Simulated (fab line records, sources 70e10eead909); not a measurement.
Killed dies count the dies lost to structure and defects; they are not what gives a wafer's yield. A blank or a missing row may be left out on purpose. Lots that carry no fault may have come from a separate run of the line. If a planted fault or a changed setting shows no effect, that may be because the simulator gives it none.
Chamber matching :: flow nandHarc :: NHARC_A_STAIRCASE_DESCUM_186 on rieDiel-12 has 4 sister chambers
The step chemistry O2, time 3 s. 4 wafers are shown with their chamber, then 7 later ones without.

## WAFERS PAIRED WITH THEIR CHAMBERS
wafer: L683.6
chamber: 0
drypumpMotorCurrentA (A): 5.68

wafer: L697.3
chamber: 3
drypumpMotorCurrentA (A): 5.19

wafer: L701.1
chamber: 1
drypumpMotorCurrentA (A): 6.00

wafer: L701.2
chamber: 2
drypumpMotorCurrentA (A): 5.58

## WAFERS WHOSE CHAMBER IS MISSING
wafer: L701.4
drypumpMotorCurrentA (A): 5.18

wafer: L703.1
drypumpMotorCurrentA (A): 5.62

wafer: L703.5
drypumpMotorCurrentA (A): 5.18

wafer: L703.6
drypumpMotorCurrentA (A): 5.56

wafer: L702.3
drypumpMotorCurrentA (A): 5.51

wafer: L702.5
drypumpMotorCurrentA (A): 5.18

wafer: L702.6
drypumpMotorCurrentA (A): 5.58

## THE CHAMBER EACH PASSED THROUGH
wafer: L701.4
from the rows above: 3
in truth: 3

wafer: L703.1
from the rows above: can't be placed: 2 or 0
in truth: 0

wafer: L703.5
from the rows above: 3
in truth: 3

wafer: L703.6
from the rows above: 2
in truth: 2

wafer: L702.3
from the rows above: 2
in truth: 2

wafer: L702.5
from the rows above: 3
in truth: 3

wafer: L702.6
from the rows above: 2
in truth: 2
Correctly placed: 6 of 7. Cannot be placed on the basis of these rows: 1; the candidates contain the true chamber in 1. Wrongly placed: 0.
How it was worked out, from the rows above alone: a wafer's distance from a chamber is the root of the sum, over the readings, of the square of ((its reading less the chamber's mean) divided by the reading's scatter). If the next closest chamber is less than 2 further off than the closest, the wafer can't be placed; otherwise it belongs to the closest. The mean given for a chamber averages the wafers shown for that chamber. The scatter: with one shown wafer a chamber, the root of the mean of the squares of how far each hidden wafer lies from its nearest shown one.
